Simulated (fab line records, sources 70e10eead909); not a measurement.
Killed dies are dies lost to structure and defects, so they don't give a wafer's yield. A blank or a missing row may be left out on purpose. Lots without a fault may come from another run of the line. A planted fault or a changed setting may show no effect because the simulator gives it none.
Tool commonality check | flow nand_harc | 3 lots, 9 wafers sampled

WHY IT WAS OPENED
At NHARC_END_SORT_01 the reading killed_at_array is flagged on 3 of 3 lots. Wafers without a fault read 64, standard deviation 16.
Rule: a lot is flagged when every wafer of it that has a number lies more than 4 standard deviations from that mean, or none has a number. The other lots count as sound.

lot  | measured     | on        | killed_at_array, wafer by wafer | flag
L587 | day 30 03:11 | prober-01 | 674 673 672                     | FLAGGED
L592 | day 30 15:19 | prober-01 | 671 673 673                     | FLAGGED
L591 | day 31 05:11 | prober-02 | 669 675 669                     | FLAGGED
The numbers of the flagged lots are 672 on average: +608 against the usual, or +38 standard deviations.

WHICH TOOL RAN EACH LOT
The record holds 2 process steps before the reading, out of a route of 1302 steps. In each cell: the tool, then ch and the chambers that the sampled wafers went through, then the start.
lot  | flag    | NHARC_A_CONTACT_DEP_58          | NHARC_A_M1_DEP_33
L587 | FLAGGED | pecvd-01 ch 0,1,2, day 27 11:01 | no row
L592 | FLAGGED | pecvd-01 ch 0,1,2, day 28 05:17 | no row
L591 | FLAGGED | pecvd-01 ch 0,2, day 28 12:21   | no row
What these steps do:
- NHARC_A_CONTACT_DEP_58: deposits SiON, target thk 90 nm.
- NHARC_A_M1_DEP_33: deposits SiCN, target thk 30 nm.
- NHARC_END_SORT_01

FLAGGED OVER TOTAL, TOOL BY TOOL (the gauges that took the reading come last)
step                   | tool      | lots run | flagged | share of the flagged lots | sound lots run after its first flagged lot
NHARC_A_CONTACT_DEP_58 | pecvd-01  | 3        | 3       | all                       | 0
NHARC_END_SORT_01      | prober-01 | 2        | 2       | some                      | 0
NHARC_END_SORT_01      | prober-02 | 1        | 1       | some                      | 0

WHAT THE TABLE ALLOWS
1 row of the table ran every flagged lot: pecvd-01 at NHARC_A_CONTACT_DEP_58.
- pecvd-01 at NHARC_A_CONTACT_DEP_58: 3 of its 3 lots flagged. It ran no sound lot before its first flagged lot in this sample, so the start can't be narrowed down.
One tool is left: pecvd-01 at NHARC_A_CONTACT_DEP_58.

WHAT THE SIMULATOR HAD PUT IN
Process parameter drift: pecvd-01, from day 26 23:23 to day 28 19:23, at NHARC_A_CONTACT_DEP_58. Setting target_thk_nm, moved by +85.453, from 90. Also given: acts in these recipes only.
Lots struck among those shown: L587, L592, L591. The rule above found the same.
